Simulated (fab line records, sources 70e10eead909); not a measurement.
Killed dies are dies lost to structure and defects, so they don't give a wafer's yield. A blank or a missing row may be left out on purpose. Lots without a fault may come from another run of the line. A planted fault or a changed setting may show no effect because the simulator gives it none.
Chamber matching | flow nand_harc | NHARC_A_CHANNEL_FILL_D2_ALD_14 on ald_hk-02: 4 sister chambers
The step deposits SiO2, target thk 2.5 nm, pulse time 10 s, ald cycles 25. 8 wafers are shown with their chamber, then 10 later ones without.

WAFERS WITH THEIR CHAMBER
wafer  | chamber | heater_power_w (W) | precursor_pulse_height_rel
L077.6 | 2       | 403                | 0.997
L078.1 | 1       | 442                | 0.993
L078.3 | 2       | 410                | 1.003
L081.2 | 3       | 453                | 0.998
L081.4 | 0       | 452                | 0.976
L081.6 | 1       | 451                | 1.000
L086.1 | 0       | 453                | 0.987
L086.4 | 3       | 447                | 1.008

WAFERS WITHOUT THEIR CHAMBER
wafer  | heater_power_w (W) | precursor_pulse_height_rel
L086.5 | 444                | 1.033
L086.2 | 450                | 0.990
L086.3 | 389                | 1.009
L086.6 | 447                | 0.991
L089.1 | 457                | 1.008
L089.4 | 401                | 1.002
L089.6 | 403                | 0.990
L088.1 | 401                | 1.008
L088.4 | 454                | 0.978
L088.5 | 408                | 1.021

WHICH CHAMBER EACH WENT THROUGH
wafer  | from the rows above          | in truth
L086.5 | can't be placed: 3 or 1      | 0
L086.2 | can't be placed: 1 or 0 or 3 | 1
L086.3 | 2                            | 2
L086.6 | can't be placed: 1 or 0 or 3 | 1
L089.1 | can't be placed: 3 or 1      | 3
L089.4 | 2                            | 2
L089.6 | 2                            | 2
L088.1 | 2                            | 2
L088.4 | 0                            | 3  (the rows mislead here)
L088.5 | 2                            | 2
Placed correctly: 5 of 10. Can't be placed from these rows: 4 (the true chamber is among the candidates in 3). Placed wrongly: 1.
How it was worked out, from the rows above alone: a wafer's distance from a chamber is the root of the sum, over the readings, of the square of ((its reading less the chamber's mean) divided by the reading's scatter). The wafer belongs to the nearest chamber; if the next one is less than 2 further off, it can't be placed. A chamber's mean is the mean of its shown wafers. The scatter: the root of (the sum of the squares of (reading less its chamber's mean) over the shown wafers, divided by (wafers less chambers)).
